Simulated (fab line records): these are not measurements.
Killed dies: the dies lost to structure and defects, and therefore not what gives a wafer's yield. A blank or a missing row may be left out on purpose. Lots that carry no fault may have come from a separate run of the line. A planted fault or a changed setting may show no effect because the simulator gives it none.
8D (eight disciplines) problem report, filled in by code    flow n5 finfet    the parts of the form that need people (team, actions taken, sign-off) are left out

1. PROBLEM STATEMENT
oes product au at N5_BEOL_M9_HM_OPEN_17 reads a mean of 0.32 a.u. on 4 wafers of 3 lots; wafers without a fault read 0.62 a.u. with a standard deviation of 0.066. That is -4.6 standard deviations from the usual mean.
The step: chemistry Cl2/BCl3, target TiN, target depth 20 nm, overetch 6 nm.
The first sign was on wafer L651.5 at day 14 12:13, on rie metal-02. Wafers with a number at this step in the record: 24, from 9 lots. The rule behind "out" and "out of limits": a value lying over 4 standard deviations away from the usual mean. All remaining wafers that have a number are taken as sound.

2. WHAT IT IS, AND WHAT IT ISN'T
question                     is                              is not
which readings at this step  oes product au                  drypump motor current A
which lots                   L650, L651, L653                L634, L640, L642, L643, L644, L646
which wafers of those lots   L650.4, L650.5, L651.5, L653.4  L651.3, L653.2
read on which tools          rie metal-02, rie metal-03      rie metal-01
when                         from day 14 12:13               up to then (19 sound wafers); but 1 sound wafer of L653 came after

3. THE SUSPECTS, EACH WITH WHAT RULES IT OUT
Counting: if a tool at a process step up to the reading ran every lot that is out, it stays a suspect. Sound lots after the first of them don't rule it out here, since some wafers of a struck lot are sound.
- rie diel-03 at N5_BEOL_M9_ETCH_61 (etches SiARC in CF4, target depth 39 nm, time 65 s): kept. Ran every lot that is out, first one L651 (day 14 11:56); last sound lot up to then L646 (day 13 14:05).
- rie diel-03 at N5_BEOL_M9_ETCH_62 (etches SOC in N2/H2, target depth 110 nm, overetch 22 nm, time 165 s): kept. Ran every lot that is out, first one L651 (day 14 11:59); last sound lot up to then L646 (day 13 14:08).
Left after counting: rie diel-03 at N5_BEOL_M9_ETCH_61, rie diel-03 at N5_BEOL_M9_ETCH_62.

4. THE CAUSE (what the simulator had put in)
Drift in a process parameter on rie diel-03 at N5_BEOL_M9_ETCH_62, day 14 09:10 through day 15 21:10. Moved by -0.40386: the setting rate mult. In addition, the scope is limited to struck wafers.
2 suspects survive the count, and this tool is in that group.

5. THE CHAIN OF EFFECTS, in route order
One row per reading whose mean, taken over the struck wafers that have a number, lies over 3 standard deviations from the usual. Only readings whose record carries a usual standard deviation are examined. hours: median over the lots of the time between each lot's start at the first step of this table that gives one and its start at this step. sigmas: the change, counted in usual standard deviations.
hours  step                     reading               usual      on struck wafers  change  sigmas
0      N5_BEOL_M9_HM_OPEN_17    oes product au        0.62 a.u.  0.32              -0.30   -4.6
58     N5_PASSIVATION_PROBE_49  defect limited yield  91.0 %     0.0               -91.0   -61
58     N5_PASSIVATION_PROBE_49  killed_at_M4_up       13         1091              +1078   +99 or more
58     N5_PASSIVATION_PROBE_49  killed dies           106        1180              +1074   +60
58     N5_PASSIVATION_PROBE_49  killed on rim         14         152               +138    +29
58     N5_PASSIVATION_PROBE_49  sort_bin_5_function   5.2 %      96.5              +91.3   +93
58     N5_PASSIVATION_PROBE_49  sort n pass           1074       0                 -1074   -60
58     N5_PASSIVATION_PROBE_49  sort yield pct        91.0 %     0.0               -91.0   -61
It contains these process steps:
- N5_BEOL_M9_HM_OPEN_17: chemistry Cl2/BCl3, target TiN, target depth 20 nm, overetch 6 nm.
- N5_PASSIVATION_PROBE_49
Readings that are blank on the struck wafers while sound wafers have them: cd nm at N5_BEOL_M9_CD_MEAS_18; trench depth nm at N5_BEOL_M9_OCD_MEAS_38.

6. HOW IT WOULD HAVE BEEN CAUGHT EARLIER
First out-of-limits reading in this record: day 14 12:13, which is 3 hours after fault onset at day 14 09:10.
Of the tool readings at N5_BEOL_M9_ETCH_62 for which the record gives a usual standard deviation, none was out on any struck wafer, so an alarm limit of 4 standard deviations on them would not have fired.
Of the lots that are out (3), L650, L653 began N5_BEOL_M9_ETCH_62 on rie diel-03 after day 14 12:13. A hold on the tool at that time would have spared those 2.
